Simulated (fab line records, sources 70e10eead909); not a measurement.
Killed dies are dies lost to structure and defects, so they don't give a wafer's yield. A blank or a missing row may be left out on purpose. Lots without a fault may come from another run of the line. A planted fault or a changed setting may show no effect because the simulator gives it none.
Chamber matching | flow nand_harc | NHARC_A_BLC_STRIP_29 on rie_diel-06: 4 sister chambers
The step strips in CF4. 4 wafers are shown with their chamber, then 12 later ones without.

WAFERS WITH THEIR CHAMBER
wafer  | chamber | showerhead_plenum_p_Torr (Torr)
L080.1 | 1       | 1.88
L081.2 | 0       | 1.65
L081.3 | 2       | 1.76
L081.4 | 3       | 1.87

WAFERS WITHOUT THEIR CHAMBER
wafer  | showerhead_plenum_p_Torr (Torr)
L091.1 | 1.76
L091.3 | 1.64
L091.4 | 1.88
L092.2 | 1.65
L092.5 | 1.64
L092.6 | 1.87
L097.3 | 1.88
L097.4 | 1.87
L097.6 | 1.64
L095.1 | 1.88
L095.2 | 1.64
L095.6 | 1.64

WHICH CHAMBER EACH WENT THROUGH
wafer  | from the rows above     | in truth
L091.1 | 2                       | 2
L091.3 | 0                       | 0
L091.4 | can't be placed: 1 or 3 | 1
L092.2 | 0                       | 0
L092.5 | 0                       | 0
L092.6 | can't be placed: 3 or 1 | 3
L097.3 | can't be placed: 1 or 3 | 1
L097.4 | can't be placed: 3 or 1 | 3
L097.6 | 0                       | 0
L095.1 | can't be placed: 1 or 3 | 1
L095.2 | 0                       | 0
L095.6 | 0                       | 0
Placed correctly: 7 of 12. Can't be placed from these rows: 5 (the true chamber is among the candidates in 5). Placed wrongly: 0.
How it was worked out, from the rows above alone: a wafer's distance from a chamber is the root of the sum, over the readings, of the square of ((its reading less the chamber's mean) divided by the reading's scatter). The wafer belongs to the nearest chamber; if the next one is less than 2 further off, it can't be placed. A chamber's mean is the mean of its shown wafers. The scatter: with one shown wafer a chamber, the root of the mean of the squares of how far each hidden wafer lies from its nearest shown one.
